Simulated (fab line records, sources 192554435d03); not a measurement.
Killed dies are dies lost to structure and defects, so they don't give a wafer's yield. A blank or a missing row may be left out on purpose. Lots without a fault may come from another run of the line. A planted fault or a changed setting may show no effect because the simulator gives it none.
fab line records | flow n5_finfet
record lots=5 wafers=15 last_day=17
route steps=1938 shown BEOL_M8@1365
lots that met no fault: from a run of the same line without faults
start_h: hours from the record's first day to the start of the lot's first wafer shown | wait_h: hours since the lot's step before | " the same as in the row above | L1.1+2: a row that stands for several wafers | - no value, or no start given | * or withheld: withheld | < > ~ a bound
route shown NAME@n: a module of which the file shows steps, and the number in the route of the first | usual: mean/standard deviation of fault-free wafers | same: alike in all rows | chamber/n: place in a boat | sites: the reading at each site | _std_site: their standard deviation | _edge_site: outer sites' mean less inner sites' | radius_mm: how far each site lies from the wafer's centre | mask NAME#n: copy n | behind: the tool/chamber that last shaped the wafer | hold: why the lot was held/for how many hours/how that ended | device: the transistor (n, p or np) that didn't switch | end of line: the same wafers' tests at the end of the route | a step without rows: its recipe alone | killed: dies lost to structure and defects at the first sort, not the wafer's yield | map: a wafer's dies, x killed, . not, _ none there
set.NAME: the setting as run; set.NAME@STEP: as run at that earlier step | model.NAME: the simulator's own value behind a step, which no gauge read
lots at some steps of the route; a table a step, a row a wafer
services: from which hour (start_h, from the record's first day; less than 0 if before it) a tool's chamber was out of use, for how many hours, and why
## steps
# step N5_BEOL_M8_CD_MEAS_28
# recipe target_cd_nm=40 landing_energy_ev=500 detector=se_inlens
# usual cd_nm=39.90/0.27
# columns lot.wafer tool chamber start_h wait_h cd_nm
L077.4 cd_sem-02 0 218.93 - 39.91
L077.5 " 0 " " 40.20
L077.6 " 0 " " 40.02
L079.2 cd_sem-02 0 241.17 - 40.03
L079.4 " 0 " " 39.31
L079.6 " 0 " " 40.32
L083.2 cd_sem-02 0 271.65 - 40.60
L083.3 " 0 " " 40.30
L083.6 " 0 " " 39.84
L086.1 cd_sem-02 0 294.50 - 39.84
L086.4 " 0 " " 39.50
L086.5 " 0 " " 40.19
L097.1 cd_sem-01 0 341.14 - 39.70
L097.3 " 0 " " 40.05
L097.6 " 0 " " 40.10
# step N5_BEOL_M8_OVL_MEAS_29
# recipe points_per_wafer=522
# usual V7_OVL=0.0/0.6
# columns lot.wafer tool chamber start_h wait_h V7_OVL[nm]
L077.4 overlay-01 0 218.98 0.0 0.5
L077.5 " 0 " " 0.9
L077.6 " 0 " " -0.2
L079.2 overlay-02 0 241.20 0.0 0.2
L079.4 " 0 " " 0.3
L079.6 " 0 " " -0.9
L083.2 overlay-02 0 271.68 0.0 0.9
L083.3 " 0 " " 0.9
L083.6 " 0 " " -0.1
L086.1 overlay-02 0 294.53 0.0 1.3
L086.4 " 0 " " 0.2
L086.5 " 0 " " -0.3
L097.1 overlay-01 0 341.17 0.0 0.5
L097.3 " 0 " " -0.3
L097.6 " 0 " " -0.6
# step N5_BEOL_M8_INSPECT_30
# recipe mode=adi inspect_instrument=brightfield
# usual raw_defect_count=389/91
# columns lot.wafer tool chamber start_h wait_h raw_defect_count
L077.4 defect_inspect-01 - 219.02 0.0 403
L077.5 " - " " 410
L077.6 " - " " 491
L079.2 defect_inspect-01 - 241.26 0.0 508
L079.4 " - " " 398
L079.6 " - " " 482
L083.2 defect_inspect-02 - 271.74 0.0 426
L083.3 " - " " 355
L083.6 " - " " 467
L086.1 defect_inspect-02 - 294.58 0.1 346
L086.4 " - " " 370
L086.5 " - " " 318
L097.1 defect_inspect-02 - 341.23 0.1 442
L097.3 " - " " 459
L097.6 " - " " 464
# step N5_BEOL_M8_DESCUM_33
# recipe chemistry=O2 time_s=7 source_power_w=50 bias_power_w=20 pressure_mtorr=20 rf_frequency_hz=2.712e+07 temp_c=40 resist=CAR-EUV o2_flow_sccm=225
# usual chamber_pressure_mTorr=20.00/0.033 drypump_motor_current_A=5.8/0.33 o2_flow_sccm=225.0/0.62 oes_product_au=0.83/0.066 rf_vpp_V=243.6/1.1 showerhead_plenum_p_Torr=2.13/0.055 throttle_valve_pct=20.41/0.24
# columns lot.wafer tool chamber start_h wait_h chamber_pressure_mTorr drypump_motor_current_A o2_flow_sccm oes_product_au rf_hours_counter_h rf_vpp_V showerhead_plenum_p_Torr throttle_valve_pct
L077.4 rie_diel-01 1 219.49 0.5 20.00 6.0 223.8 0.95 - 242.0 2.07 20.33
L077.5 " 0 " " 20.00 6.0 224.4 0.84 - 245.6 2.22 20.37
L077.6 " 3 " " 19.98 5.3 224.4 0.87 - 245.9 2.24 20.67
L079.2 rie_diel-01 2 241.54 0.3 19.99 5.9 225.6 0.68 248 244.4 2.16 20.69
L079.4 " 0 " " 19.98 6.0 224.7 0.84 71 245.1 2.22 20.40
L079.6 " 0 " " 20.00 6.0 224.9 0.83 - 243.3 2.22 20.40
L083.2 rie_diel-01 3 271.85 0.1 20.00 5.3 225.5 0.84 60 243.9 2.23 20.72
L083.3 " 1 " " 20.02 6.1 223.3 0.87 30 242.2 2.06 20.36
L083.6 " 1 " " 20.00 6.1 224.3 0.88 - 242.1 2.06 20.37
L086.1 rie_diel-06 0 294.62 0.0 19.99 6.1 224.4 0.83 66 242.0 2.04 20.67
L086.4 " 3 " " 20.00 5.4 226.1 0.66 247 242.6 2.05 20.81
L086.5 " 2 " " 20.04 5.7 223.8 0.83 - 241.7 2.02 20.31
L097.1 rie_diel-02 1 341.29 0.1 20.02 5.5 225.5 0.95 9 244.2 2.15 20.61
L097.3 " 3 " " 20.00 5.5 225.4 0.80 78 243.6 2.14 20.24
L097.6 " 2 " " 19.99 6.2 224.6 0.81 - 243.5 2.11 20.17
# step N5_BEOL_M8_ETCH_72
# recipe chemistry=N2/H2 target=underlayer target_depth_a=65 mask_material=CAR-EUV time_s=5.2 ion_energy_ev=200 pressure_mtorr=30 source_w=840 bias_w=150 n2_flow_sccm=200 h2_flow_sccm=200 ends=cleared
# usual chamber_pressure_mTorr=30.00/0.04 drypump_motor_current_A=5.9/0.33 etch_rf_on_time_s=5.20/0.09 oes_product_au=0.70/0.057 rf_vpp_V=524.9/2.2 showerhead_plenum_p_Torr=2.57/0.06 throttle_valve_pct=17.75/0.22
# columns lot.wafer tool chamber start_h wait_h chamber_pressure_mTorr drypump_motor_current_A etch_rf_on_time_s oes_product_au rf_hours_counter_h rf_vpp_V showerhead_plenum_p_Torr throttle_valve_pct
L077.4 rie_diel-01 1 219.51 0.0 29.97 6.1 5.30 0.79 - 524.5 2.50 17.69
L077.5 " 0 " " 30.00 6.1 5.13 0.72 - 525.7 2.69 17.80
L077.6 " 3 " " 30.00 5.3 5.14 0.74 - 527.6 2.68 17.90
L079.2 rie_diel-01 2 241.58 0.0 29.92 5.9 5.31 0.59 248 526.6 2.59 17.95
L079.4 " 0 " " 29.95 6.0 5.16 0.70 71 527.2 2.69 17.84
L079.6 " 0 " " 29.96 6.0 5.12 0.71 - 530.8 2.69 17.83
L083.2 rie_diel-01 3 271.88 0.0 30.10 5.3 5.12 0.71 60 526.0 2.67 17.89
L083.3 " 1 " " 29.93 6.1 5.30 0.75 30 524.7 2.49 17.74
L083.6 " 1 " " 30.02 6.1 5.26 0.75 - 521.9 2.49 17.73
L086.1 rie_diel-06 0 294.65 0.0 29.91 6.1 5.00 0.73 66 523.1 2.47 18.16
L086.4 " 3 " " 30.01 5.4 5.31 0.55 247 523.2 2.49 18.27
L086.5 " 2 " " 30.10 5.7 5.09 0.72 - 520.0 2.47 17.91
L097.1 rie_diel-02 1 341.33 0.0 30.00 5.5 5.32 0.80 9 524.5 2.58 17.72
L097.3 " 3 " " 30.04 5.5 5.33 0.69 78 523.2 2.58 17.60
L097.6 " 2 " " 30.03 6.2 5.21 0.69 - 524.0 2.55 17.45
# step N5_BEOL_M8_ETCH_65
# recipe chemistry=CF4 target=SiARC target_depth_a=156 mask_material=CAR-EUV time_s=26 ion_energy_ev=80 pressure_mtorr=40 source_w=545 bias_w=36 Ar_flow_sccm=100 cf4_flow_sccm=100 ends=cleared
# usual chamber_pressure_mTorr=40.00/0.035 drypump_motor_current_A=5.8/0.34 etch_rf_on_time_s=26.2/0.47 mfc_ar_sccm=100.0/0.31 oes_product_au=0.70/0.056 rf_vpp_V=184.2/1.1 showerhead_plenum_p_Torr=2.17/0.053 throttle_valve_pct=15.49/0.29
# columns lot.wafer tool chamber start_h wait_h chamber_pressure_mTorr drypump_motor_current_A etch_rf_on_time_s mfc_ar_sccm oes_product_au rf_hours_counter_h rf_vpp_V showerhead_plenum_p_Torr throttle_valve_pct
L077.4 rie_diel-01 1 219.53 0.0 39.96 6.0 26.4 100.3 0.80 - 183.7 2.09 15.31
L077.5 " 0 " " 40.01 6.0 25.2 100.1 0.72 - 185.8 2.25 15.46
L077.6 " 3 " " 39.94 5.3 25.4 100.4 0.75 - 186.3 2.27 15.71
L079.2 rie_diel-01 2 241.59 0.0 40.00 5.9 26.6 100.0 0.58 248 185.6 2.18 15.78
L079.4 " 0 " " 39.99 6.0 25.3 100.0 0.71 71 186.2 2.25 15.50
L079.6 " 0 " " 40.06 6.0 25.4 99.5 0.72 - 183.1 2.25 15.51
L083.2 rie_diel-01 3 271.90 0.0 40.02 5.3 25.2 100.1 0.72 60 184.1 2.27 15.77
L083.3 " 1 " " 39.94 6.1 26.9 100.2 0.74 30 182.8 2.09 15.34
L083.6 " 1 " " 40.00 6.1 26.6 100.1 0.75 - 184.1 2.09 15.35
L086.1 rie_diel-06 0 294.67 0.0 39.96 6.2 25.1 100.1 0.72 66 183.7 2.09 15.73
L086.4 " 3 " " 40.05 5.4 26.8 100.3 0.56 247 182.7 2.11 16.04
L086.5 " 2 " " 40.00 5.7 25.9 100.1 0.70 - 181.8 2.08 15.52
L097.1 rie_diel-02 1 341.34 0.0 40.02 5.5 26.3 100.1 0.80 9 184.3 2.20 15.72
L097.3 " 3 " " 39.91 5.5 26.5 100.3 0.68 78 183.9 2.17 15.24
L097.6 " 2 " " 40.03 6.2 26.1 99.7 0.68 - 183.8 2.14 15.24
# step N5_BEOL_M8_ETCH_66
# recipe chemistry=N2/H2 target=SOC target_depth_a=800 overetch_a=160 mask_material=SiARC temp_c=40 time_s=120 ion_energy_ev=200 pressure_mtorr=30 source_w=840 bias_w=150 n2_flow_sccm=200 h2_flow_sccm=200
# usual chamber_pressure_mTorr=30.002/0.028 drypump_motor_current_A=5.9/0.33 oes_product_au=0.63/0.049 rf_vpp_V=524.8/1.9 showerhead_plenum_p_Torr=2.57/0.06 throttle_valve_pct=17.71/0.22
# columns lot.wafer tool chamber start_h wait_h chamber_pressure_mTorr drypump_motor_current_A oes_product_au rf_hours_counter_h rf_vpp_V showerhead_plenum_p_Torr throttle_valve_pct
L077.4 rie_diel-01 1 219.59 0.0 30.041 6.1 0.72 - 521.8 2.50 17.65
L077.5 " 0 " " 30.017 6.0 0.63 - 528.3 2.70 17.75
L077.6 " 3 " " 30.061 5.3 0.66 - 529.1 2.68 17.85
L079.2 rie_diel-01 2 241.62 0.0 30.065 5.9 0.53 248 526.4 2.59 17.90
L079.4 " 0 " " 29.968 6.0 0.63 71 528.7 2.69 17.79
L079.6 " 0 " " 29.984 6.0 0.63 - 527.7 2.69 17.79
L083.2 rie_diel-01 3 271.92 0.0 30.026 5.3 0.63 60 528.9 2.67 17.87
L083.3 " 1 " " 30.019 6.1 0.68 30 523.6 2.49 17.71
L083.6 " 1 " " 30.007 6.1 0.67 - 522.7 2.49 17.72
L086.1 rie_diel-06 0 294.70 0.0 29.986 6.2 0.63 66 522.0 2.47 18.07
L086.4 " 3 " " 29.959 5.4 0.51 247 524.1 2.49 18.22
L086.5 " 2 " " 29.981 5.7 0.63 - 522.3 2.47 17.85
L097.1 rie_diel-02 1 341.37 0.0 29.972 5.5 0.72 9 525.8 2.58 17.68
L097.3 " 3 " " 30.015 5.6 0.61 78 524.4 2.58 17.58
L097.6 " 2 " " 30.023 6.2 0.62 - 523.5 2.56 17.44
# step N5_BEOL_M8_STRIP_69
# recipe chemistry=N2/H2 temp_c=40 n2_flow_sccm=200 h2_flow_sccm=200 rf_frequency_hz=6e+07
# columns lot.wafer tool chamber start_h wait_h
L077.4+5+6 rie_diel-01 1,0,3 219.63 0.0
L079.2+4+6 rie_diel-01 2,0,0 241.70 0.0
L083.2+3+6 rie_diel-01 3,1,1 272.01 0.0
L086.1+4+5 rie_diel-06 0,3,2 294.78 0.0
L097.1+3+6 rie_diel-02 1,3,2 341.45 0.0
# step N5_BEOL_M8_STRIP_73
# recipe chemistry=N2/H2 temp_c=40 n2_flow_sccm=200 h2_flow_sccm=200 rf_frequency_hz=6e+07
# columns lot.wafer tool chamber start_h wait_h
L077.4+5+6 rie_diel-01 1,0,3 219.64 0.0
L079.2+4+6 rie_diel-01 2,0,0 241.71 0.0
L083.2+3+6 rie_diel-01 3,1,1 272.02 0.0
L086.1+4+5 rie_diel-06 0,3,2 294.79 0.0
L097.1+3+6 rie_diel-02 1,3,2 341.46 0.0
# step N5_BEOL_M8_VIA_ETCH_34
# recipe chemistry=C4F6/O2 target=SiCOH_lowk target_depth_a=1255 mask_material=SOC taper_deg=4 time_s=50.5 ion_energy_ev=250 pressure_mtorr=30 source_w=345 bias_w=185 Ar_flow_sccm=300 C4F6_flow_sccm=10 O2_flow_sccm=10
# usual chamber_pressure_mTorr=30.00/0.04 drypump_motor_current_A=5.8/0.33 mfc_ar_sccm=299.9/0.87 oes_product_au=0.82/0.067 rf_vpp_V=674/13 showerhead_plenum_p_Torr=2.88/0.067 throttle_valve_pct=20.80/0.28
# columns lot.wafer tool chamber start_h wait_h chamber_pressure_mTorr drypump_motor_current_A mfc_ar_sccm oes_product_au rf_hours_counter_h rf_vpp_V showerhead_plenum_p_Torr throttle_valve_pct
L077.4 rie_diel-01 1 219.67 0.0 30.07 6.1 300.1 0.95 - 683 2.79 20.67
L077.5 " 0 " " 29.99 6.0 298.7 0.85 - 666 2.98 20.68
L077.6 " 3 " " 30.02 5.3 301.1 0.87 - 666 3.01 21.05
L079.2 rie_diel-01 2 241.72 0.0 29.97 5.9 300.2 0.69 249 680 2.92 21.06
L079.4 " 0 " " 29.99 6.1 299.4 0.83 71 666 2.97 20.68
L079.6 " 0 " " 30.34 6.0 300.2 0.83 - 665 2.97 20.67
L083.2 rie_diel-01 3 272.03 0.0 30.02 5.3 300.6 0.84 60 668 3.00 21.09
L083.3 " 1 " " 29.99 6.0 300.0 0.89 30 683 2.78 20.69
L083.6 " 1 " " 30.00 6.0 299.2 0.88 - 681 2.78 20.69
L086.1 rie_diel-06 0 294.80 0.0 29.93 6.1 299.2 0.84 66 676 2.77 21.09
L086.4 " 3 " " 30.04 5.5 299.7 0.65 247 680 2.80 21.29
L086.5 " 2 " " 29.96 5.7 298.8 0.83 - 670 2.76 20.83
L097.1 rie_diel-02 1 341.47 0.0 29.94 5.5 299.6 0.95 9 665 2.92 21.11
L097.3 " 3 " " 29.97 5.5 299.8 0.80 78 658 2.89 20.58
L097.6 " 2 " " 30.01 6.2 299.0 0.83 - 698 2.85 20.51
# step N5_BEOL_M8_STRIP_76
# recipe chemistry=C4F6/O2 resist=SiARC rf_frequency_hz=6e+07
# columns lot.wafer tool chamber start_h wait_h
L077.4+5+6 rie_diel-01 1,0,3 219.70 0.0
L079.2+4+6 rie_diel-01 2,0,0 241.76 0.0
L083.2+3+6 rie_diel-01 3,1,1 272.07 0.0
L086.1+4+5 rie_diel-06 0,3,2 294.84 0.0
L097.1+3+6 rie_diel-02 1,3,2 341.51 0.0
# step N5_BEOL_M8_STRIP_36
# recipe chemistry=N2/H2 power_w=450 temp_c=40 pressure_mtorr=20 rf_frequency_hz=6e+07 overash_fraction=0.3 bias_power_w=7 h2_frac=0.5 n2_flow_sccm=200 h2_flow_sccm=200
# usual chamber_pressure_mTorr=20.00/0.032 drypump_motor_current_A=5.9/0.33 oes_product_au=0.83/0.067 rf_vpp_V=59.4/1.5 showerhead_plenum_p_Torr=2.57/0.06 throttle_valve_pct=23.56/0.26
# columns lot.wafer tool chamber start_h wait_h chamber_pressure_mTorr drypump_motor_current_A oes_product_au rf_hours_counter_h rf_vpp_V showerhead_plenum_p_Torr throttle_valve_pct
L077.4 rie_diel-01 1 219.72 0.0 20.04 6.1 0.92 - 58.9 2.49 23.62
L077.5 " 0 " " 19.97 6.0 0.84 - 59.4 2.69 23.66
L077.6 " 3 " " 20.04 5.3 0.87 - 61.1 2.67 23.75
L079.2 rie_diel-01 2 241.77 0.0 19.97 5.9 0.69 249 60.1 2.59 23.58
L079.4 " 0 " " 19.99 6.0 0.85 71 58.2 2.69 23.71
L079.6 " 0 " " 20.01 6.0 0.83 - 60.4 2.69 23.68
L083.2 rie_diel-01 3 272.08 0.0 20.00 5.3 0.84 60 59.3 2.66 23.79
L083.3 " 1 " " 20.10 6.1 0.89 30 59.6 2.48 23.62
L083.6 " 1 " " 20.01 6.1 0.90 - 60.8 2.48 23.65
L086.1 rie_diel-06 0 294.85 0.0 20.05 6.2 0.85 66 58.9 2.46 24.23
L086.4 " 3 " " 20.01 5.4 0.65 247 59.7 2.49 24.07
L086.5 " 2 " " 20.02 5.7 0.82 - 58.4 2.47 23.88
L097.1 rie_diel-02 1 341.52 0.0 19.97 5.5 0.96 9 57.4 2.57 23.40
L097.3 " 3 " " 20.05 5.5 0.79 78 58.2 2.58 23.54
L097.6 " 2 " " 19.98 6.2 0.82 - 60.7 2.55 23.19
# step N5_BEOL_M8_TRENCH_ETCH_37
# recipe chemistry=C4F6/O2 target_depth_a=934.78 target=SiCOH_lowk time_s=31.2 ion_energy_ev=250 pressure_mtorr=30 source_w=345 bias_w=185 Ar_flow_sccm=300 C4F6_flow_sccm=10 O2_flow_sccm=10
# usual chamber_pressure_mTorr=29.999/0.028 drypump_motor_current_A=5.8/0.33 mfc_ar_sccm=300.0/1 oes_product_au=0.83/0.067 rf_vpp_V=674/13 showerhead_plenum_p_Torr=2.88/0.067 throttle_valve_pct=20.83/0.28
# columns lot.wafer tool chamber start_h wait_h chamber_pressure_mTorr drypump_motor_current_A mfc_ar_sccm oes_product_au rf_hours_counter_h rf_vpp_V showerhead_plenum_p_Torr throttle_valve_pct
L077.4 rie_diel-01 1 - - 30.046 6.1 299.9 0.95 - 682 2.79 20.70
L077.5 " 0 " " 29.975 6.1 299.9 0.84 - 663 2.98 20.70
L077.6 " 3 " " 29.961 5.3 298.6 0.87 - 666 3.01 21.09
L079.2 rie_diel-01 2 - - 29.999 5.9 300.9 0.68 249 679 2.92 21.10
L079.4 " 0 " " 30.024 6.0 301.2 0.82 71 664 2.97 20.70
L079.6 " 0 " " 30.026 6.0 301.0 0.83 - 664 2.97 20.72
L083.2 rie_diel-01 3 - - 30.014 5.4 300.3 0.83 60 666 3.00 21.11
L083.3 " 1 " " 30.021 6.1 299.6 0.88 30 682 2.78 20.73
L083.6 " 1 " " 30.048 6.1 300.1 0.88 - 682 2.78 20.74
L086.1 rie_diel-06 0 - - 29.956 6.2 298.4 0.84 66 677 2.77 21.10
L086.4 " 3 " " 30.011 5.4 301.1 0.65 247 679 2.80 21.31
L086.5 " 2 " " 30.041 5.7 300.1 0.82 - 672 2.77 20.85
L097.1 rie_diel-02 1 - - 29.978 5.5 299.7 0.94 9 664 2.92 21.12
L097.3 " 3 " " 30.026 5.5 300.8 0.80 78 659 2.89 20.61
L097.6 " 2 " " 30.019 6.2 300.4 0.82 - 698 2.85 20.53
# step N5_BEOL_M8_ETCH_41
# recipe chemistry=CH3F/O2 target=SiCN target_depth_a=319 taper_deg=2 time_s=57.8 ion_energy_ev=120 mask_material=TiN pressure_mtorr=30 source_w=395 bias_w=75 Ar_flow_sccm=150 CH3F_flow_sccm=30 O2_flow_sccm=20
# usual chamber_pressure_mTorr=30.001/0.028 drypump_motor_current_A=5.8/0.33 mfc_ar_sccm=150.0/0.42 oes_product_au=0.83/0.067 rf_vpp_V=297.8/1.1 showerhead_plenum_p_Torr=2.03/0.05 throttle_valve_pct=16.22/0.27
# columns lot.wafer tool chamber start_h wait_h chamber_pressure_mTorr drypump_motor_current_A mfc_ar_sccm oes_product_au rf_hours_counter_h rf_vpp_V showerhead_plenum_p_Torr throttle_valve_pct
L077.4 rie_diel-01 1 - - 30.014 6.1 149.8 0.94 - 296.9 1.96 16.09
L077.5 " 0 " " 30.005 6.1 149.6 0.84 - 299.6 2.10 16.14
L077.6 " 3 " " 30.008 5.3 150.0 0.86 - 301.4 2.13 16.42
L079.2 rie_diel-01 2 - - 30.004 6.0 150.5 0.69 249 298.4 2.05 16.58
L079.4 " 0 " " 30.028 6.0 150.7 0.84 71 300.0 2.10 16.13
L079.6 " 0 " " 30.017 6.0 149.8 0.83 - 299.7 2.10 16.13
L083.2 rie_diel-01 3 - - 29.995 5.3 150.6 0.83 60 299.3 2.12 16.45
L083.3 " 1 " " 29.977 6.1 149.4 0.88 30 296.3 1.95 16.10
L083.6 " 1 " " 29.978 6.1 149.9 0.88 - 296.1 1.95 16.10
L086.1 rie_diel-06 0 - - 29.953 6.2 149.2 0.84 66 296.4 1.94 16.44
L086.4 " 3 " " 29.988 5.4 149.5 0.65 247 295.8 1.96 16.70
L086.5 " 2 " " 29.951 5.7 150.4 0.84 - 296.6 1.94 16.21
L097.1 rie_diel-02 1 - - 29.995 5.5 148.9 0.95 9 298.2 2.06 16.43
L097.3 " 3 " " 30.046 5.5 149.6 0.80 78 298.0 2.03 15.98
L097.6 " 2 " " 30.012 6.2 150.1 0.81 - 297.4 2.00 15.99
# step N5_BEOL_M8_STRIP_80
# recipe chemistry=N2/H2 time_s=10 power_w=450 temp_c=40 pressure_mtorr=20 rf_frequency_hz=6e+07 bias_power_w=7 n2_flow_sccm=200 h2_flow_sccm=200
# usual chamber_pressure_mTorr=20.000/0.019 drypump_motor_current_A=5.9/0.33 oes_product_au=0.83/0.067 rf_vpp_V=59.2/0.85 showerhead_plenum_p_Torr=2.57/0.06 throttle_valve_pct=23.55/0.27
# columns lot.wafer tool chamber start_h wait_h chamber_pressure_mTorr drypump_motor_current_A oes_product_au rf_hours_counter_h rf_vpp_V showerhead_plenum_p_Torr throttle_valve_pct
L077.4 rie_diel-01 1 - - 20.040 6.1 0.95 - 59.7 2.49 23.61
L077.5 " 0 " " 20.029 6.0 0.85 - 60.3 2.69 23.68
L077.6 " 3 " " 19.987 5.3 0.87 - 58.0 2.67 23.74
L079.2 rie_diel-01 2 - - 19.994 5.9 0.69 249 59.8 2.59 23.57
L079.4 " 0 " " 20.018 6.0 0.83 71 59.6 2.69 23.69
L079.6 " 0 " " 20.012 6.0 0.84 - 58.2 2.69 23.69
L083.2 rie_diel-01 3 - - 19.986 5.3 0.84 60 58.3 2.66 23.76
L083.3 " 1 " " 20.029 6.0 0.90 30 57.5 2.48 23.63
L083.6 " 1 " " 19.986 6.1 0.88 - 58.8 2.49 23.64
L086.1 rie_diel-06 0 - - 19.984 6.2 0.84 66 59.4 2.46 24.22
L086.4 " 3 " " 19.999 5.3 0.65 247 59.3 2.49 24.08
L086.5 " 2 " " 19.992 5.7 0.82 - 58.6 2.47 23.90
L097.1 rie_diel-02 1 - - 19.973 5.5 0.96 9 58.4 2.57 23.39
L097.3 " 3 " " 20.021 5.5 0.80 78 58.7 2.58 23.53
L097.6 " 2 " " 19.990 6.2 0.83 - 60.5 2.55 23.18
# step N5_BEOL_M8_OCD_MEAS_38
# usual trench_depth_nm=93.5/1.5
# columns lot.wafer tool chamber start_h wait_h trench_depth_nm
L077.4 ocd-01 - 219.90 - 93.2
L077.5 " - " " 95.3
L077.6 " - " " 95.9
L079.2 ocd-02 - 241.97 - 91.2
L079.4 " - " " 94.3
L079.6 " - " " 94.3
L083.2 ocd-02 - 272.28 - 95.7
L083.3 " - " " 92.3
L083.6 " - " " 92.8
L086.1 ocd-02 - 295.05 - 96.7
L086.4 " - " " 91.7
L086.5 " - " " 94.3
L097.1 ocd-02 - 341.72 - 92.7
L097.3 " - " " 91.9
L097.6 " - " " 94.0
# step N5_BEOL_M8_HM_STRIP_39
# recipe chemistry=peroxide_tin_strip material=TiN target_depth_a=250 temp_c=50 time_s=158
# columns lot.wafer tool chamber start_h wait_h
L077.4+5+6 wet_bench-03 7,4,6 219.93 0.0
L079.2+4+6 wet_bench-03 1,0,3 242.00 0.0
L083.2+3+6 wet_bench-01 1,2,3 272.31 0.0
L086.1+4+5 wet_bench-01 1,6,5 295.08 0.0
L097.1+3+6 wet_bench-04 7,2,0 341.75 0.0
# step N5_BEOL_M8_SRD_40
# recipe time_s=30 temp_c=23 rinse_liquid=diw dry=ipa_marangoni
# columns lot.wafer tool chamber start_h wait_h
L077.4+5+6 wet_bench-03 7,4,6 219.98 0.0
L079.2+4+6 wet_bench-03 1,0,3 242.05 0.0
L083.2+3+6 wet_bench-01 1,2,3 272.35 0.0
L086.1+4+5 wet_bench-01 1,6,5 295.13 0.0
L097.1+3+6 wet_bench-04 7,2,0 341.80 0.0
# step N5_BEOL_M8_PRECLEAN_42
# recipe chemistry=residue_remover time_s=60 temp_c=40
# columns lot.wafer tool chamber start_h wait_h
L077.4+5+6 wet_bench-03 7,4,6 219.99 0.0
L079.2+4+6 wet_bench-03 1,0,3 242.07 0.0
L083.2+3+6 wet_bench-01 1,2,3 272.37 0.0
L086.1+4+5 wet_bench-01 1,6,5 295.14 0.0
L097.1+3+6 wet_bench-04 7,2,0 341.82 0.0
# step N5_BEOL_M8_SRD_43
# recipe time_s=30 temp_c=23 rinse_liquid=diw dry=ipa_marangoni
# columns lot.wafer tool chamber start_h wait_h
L077.4+5+6 wet_bench-03 7,4,6 220.01 0.0
L079.2+4+6 wet_bench-03 1,0,3 242.08 0.0
L083.2+3+6 wet_bench-01 1,2,3 272.39 0.0
L086.1+4+5 wet_bench-01 1,6,5 295.16 0.0
L097.1+3+6 wet_bench-04 7,2,0 341.83 0.0
# step N5_BEOL_M8_CD_MEAS_35
# recipe target_cd_nm=40 polarity=opening
# usual cd_nm=40.2/0.62
# columns lot.wafer tool chamber start_h wait_h cd_nm
L077.4 cd_sem-03 - 220.06 0.0 41.0
L077.5 " - " " 40.4
L077.6 " - " " 40.6
L079.2 cd_sem-02 - 242.12 0.0 41.0
L079.4 " - " " 39.6
L079.6 " - " " 40.0
L083.2 cd_sem-03 - 272.43 0.0 40.2
L083.3 " - " " 39.0
L083.6 " - " " 40.4
L086.1 cd_sem-02 - 295.20 0.0 39.0
L086.4 " - " " 40.4
L086.5 " - " " 40.8
L097.1 cd_sem-02 - 341.87 0.0 39.5
L097.3 " - " " 39.5
L097.6 " - " " 39.1
# step N5_BEOL_M8_CURE_75
# recipe temp_c=370 time_s=120 ambient=DMADMS/He material=SiCOH_lowk
# usual lamp_power_pct=52.31/0.056 wafer_temp_C_max=371.7/0.42
# columns lot.wafer tool chamber start_h wait_h lamp_power_pct wafer_temp_C_max
L077.4 uv_cure-01 0 220.45 0.4 52.26 371.4
L077.5 " 0 " " 52.26 372.2
L077.6 " 0 " " 52.30 372.2
L079.2 uv_cure-01 0 242.21 0.1 52.37 372.4
L079.4 " 0 " " 52.29 372.3
L079.6 " 0 " " 52.35 371.8
L083.2 uv_cure-01 2 272.56 0.1 52.28 371.7
L083.3 " 2 " " 52.32 371.7
L083.6 " 2 " " 52.29 371.8
L086.1 uv_cure-01 1 295.24 0.0 52.22 371.5
L086.4 " 1 " " 52.34 371.6
L086.5 " 1 " " 52.27 371.7
L097.1 uv_cure-01 2 341.92 0.0 52.36 371.0
L097.3 " 2 " " 52.37 371.6
L097.6 " 2 " " 52.44 371.6
# step N5_BEOL_M8_DEGAS_44
# recipe ambient=vacuum temp_c=250 time_s=60
# usual heater_power_w=319/28 susceptor_temp_C=249.99/0.19
# columns lot.wafer tool chamber start_h wait_h heater_power_w susceptor_temp_C
L077.4 pvd_sputter-01 - 220.77 0.2 336 250.20
L077.5 " - " " 344 249.96
L077.6 " - " " 360 249.89
L079.2 pvd_sputter-03 - 242.88 0.6 298 249.79
L079.4 " - " " 305 250.07
L079.6 " - " " 275 249.85
L083.2 pvd_sputter-03 - 273.03 0.4 276 250.24
L083.3 " - " " 302 250.17
L083.6 " - " " 292 250.01
L086.1 pvd_sputter-02 - 295.70 0.4 320 249.92
L086.4 " - " " 334 249.80
L086.5 " - " " 283 250.34
L097.1 pvd_sputter-02 - 343.02 1.1 277 249.89
L097.3 " - " " 320 249.70
L097.6 " - " " 282 250.12
# step N5_BEOL_M8_PRE_CLEAN_45
# recipe gas=H2/He time_s=30 temp_c=250
# usual heater_power_w=319/29 susceptor_temp_C=250.01/0.19
# columns lot.wafer tool chamber start_h wait_h heater_power_w susceptor_temp_C
L077.4 pvd_sputter-01 - 220.81 0.0 336 249.92
L077.5 " - " " 345 249.95
L077.6 " - " " 354 250.10
L079.2 pvd_sputter-03 - 242.92 0.0 305 249.89
L079.4 " - " " 304 250.08
L079.6 " - " " 279 249.86
L083.2 pvd_sputter-03 - 273.07 0.0 275 249.99
L083.3 " - " " 298 250.43
L083.6 " - " " 288 250.19
L086.1 pvd_sputter-02 - 295.74 0.0 306 249.87
L086.4 " - " " 342 250.03
L086.5 " - " " 276 250.12
L097.1 pvd_sputter-02 - 343.06 0.0 272 249.74
L097.3 " - " " 316 250.03
L097.6 " - " " 286 249.72
## services
# columns tool chamber start_h hours kind
rie_diel-01 2 218.92 9.9 repair
rie_diel-02 0 219.88 3.8 repair
rie_diel-01 2 254.45 7.3 repair
rie_diel-01 2 261.77 - clean
rie_diel-01 2 261.77 - consumable_replace:focus_ring
rie_diel-01 2 261.77 11.2 scheduled_down
rie_diel-01 2 261.77 11.2 vent_cycle
rie_diel-02 1 302.20 - clean
rie_diel-02 1 302.20 - consumable_replace:focus_ring
rie_diel-02 1 302.20 17.0 scheduled_down
rie_diel-02 1 302.20 17.0 vent_cycle
rie_diel-06 3 303.32 - clean
rie_diel-06 3 303.32 - consumable_replace:focus_ring
rie_diel-06 3 303.32 15.4 scheduled_down
rie_diel-06 3 303.32 15.4 vent_cycle
uv_cure-01 - 304.10 7.5 pm
rie_diel-01 2 315.73 7.1 repair
wet_bench-03 - 321.35 2.3 repair
## key
fault none
